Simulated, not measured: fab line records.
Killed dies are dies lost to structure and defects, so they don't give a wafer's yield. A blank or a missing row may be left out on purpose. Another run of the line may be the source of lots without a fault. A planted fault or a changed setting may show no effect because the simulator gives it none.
What tool caused it? || flow n5_finfet || 33 wafers from 11 lots sampled at 2 of the route's 1938 steps

## WHAT THE GAUGES SHOWED, per wafer
N5_PASSIVATION_OVL_MEAS_60.
{"lot": "L300", "measured": "day 12 13:52", "on": "overlay-01", "TV_OVL (nm)": "3 3 2"}
{"lot": "L301", "measured": "day 12 14:27", "on": "overlay-02", "TV_OVL (nm)": "7 6 9"}
{"lot": "L305", "measured": "day 14 08:20", "on": "overlay-01", "TV_OVL (nm)": "7 4 5"}
{"lot": "L309", "measured": "day 14 13:24", "on": "overlay-02", "TV_OVL (nm)": "3 0 8"}
{"lot": "L312", "measured": "day 15 13:19", "on": "overlay-02", "TV_OVL (nm)": "2 7 6"}
{"lot": "L314", "measured": "day 16 10:28", "on": "overlay-01", "TV_OVL (nm)": "11 17 13"}
{"lot": "L318", "measured": "day 17 02:29", "on": "overlay-02", "TV_OVL (nm)": "14 12 7"}
{"lot": "L319", "measured": "day 17 07:48", "on": "overlay-02", "TV_OVL (nm)": "4 13 7"}
{"lot": "L321", "measured": "day 17 21:23", "on": "overlay-01", "TV_OVL (nm)": "6 -3 -6"}
{"lot": "L322", "measured": "day 17 16:50", "on": "overlay-01", "TV_OVL (nm)": "2 11 6"}
{"lot": "L323", "measured": "day 18 15:17", "on": "overlay-02", "TV_OVL (nm)": "14 17 12"}

## EACH LOT AND THE TOOL THAT RAN IT (in order: tool; ch and the chambers of the sampled wafers; start)
{"lot": "L300", "N5_BEOL_M6_ECD_50": "ecd_cu-01 ch 0,1, day 9 00:59"}
{"lot": "L301", "N5_BEOL_M6_ECD_50": "ecd_cu-01 ch 0,1, day 9 03:49"}
{"lot": "L305", "N5_BEOL_M6_ECD_50": "ecd_cu-01 ch 0,1, day 10 16:29"}
{"lot": "L309", "N5_BEOL_M6_ECD_50": "ecd_cu-01 ch 0,1, day 10 23:52"}
{"lot": "L312", "N5_BEOL_M6_ECD_50": "ecd_cu-02 ch 0,1, day 12 05:24"}
{"lot": "L314", "N5_BEOL_M6_ECD_50": "ecd_cu-02 ch 0,1, day 12 14:58"}
{"lot": "L318", "N5_BEOL_M6_ECD_50": "ecd_cu-01 ch 0,1, day 13 16:24"}
{"lot": "L319", "N5_BEOL_M6_ECD_50": "ecd_cu-01 ch 1, day 14 03:19"}
{"lot": "L321", "N5_BEOL_M6_ECD_50": "ecd_cu-01 ch 0,1, day 14 13:41"}
{"lot": "L322", "N5_BEOL_M6_ECD_50": "ecd_cu-01 ch 0,1, day 14 17:16"}
{"lot": "L323", "N5_BEOL_M6_ECD_50": "ecd_cu-01 ch 0,1, day 15 02:55"}
- N5_BEOL_M6_ECD_50: material Cu, target thk 300 nm.

## AS READ BY THE TOOLS THEMSELVES (means over the sampled wafers that have a number; for cases with no such wafer, the mark the record gives instead)
The record holds no such reading with a usual standard deviation.

## THE ANSWER, worked out from the rows above alone
Rule: the usual values come from the lots themselves. The widest of any qualifying gaps counts: lots, ordered by their means at a reading, are off when they make up no more than a third of the lots, leave a main group of 4 or more, and stand apart from it by 3 or more times the standard deviation of that group's means. The tables above print the reading to a certain number of digits; a main group whose means all agree to those digits is not used. Also off: a lot with no number at a reading for which 4 or more lots have one. The other lots that the step has rows for count as sound. After the gauges, taken in route order, come the tools' own readings; for these a lot's mean is taken, as printed above. The first step at which some lot is off is used, and at that step the reading that is off furthest; a lot without a number counts as furthest.
None of the lots is off at any reading shown; this tells nothing.

## WHAT HAD BEEN PUT IN BY THE SIMULATOR
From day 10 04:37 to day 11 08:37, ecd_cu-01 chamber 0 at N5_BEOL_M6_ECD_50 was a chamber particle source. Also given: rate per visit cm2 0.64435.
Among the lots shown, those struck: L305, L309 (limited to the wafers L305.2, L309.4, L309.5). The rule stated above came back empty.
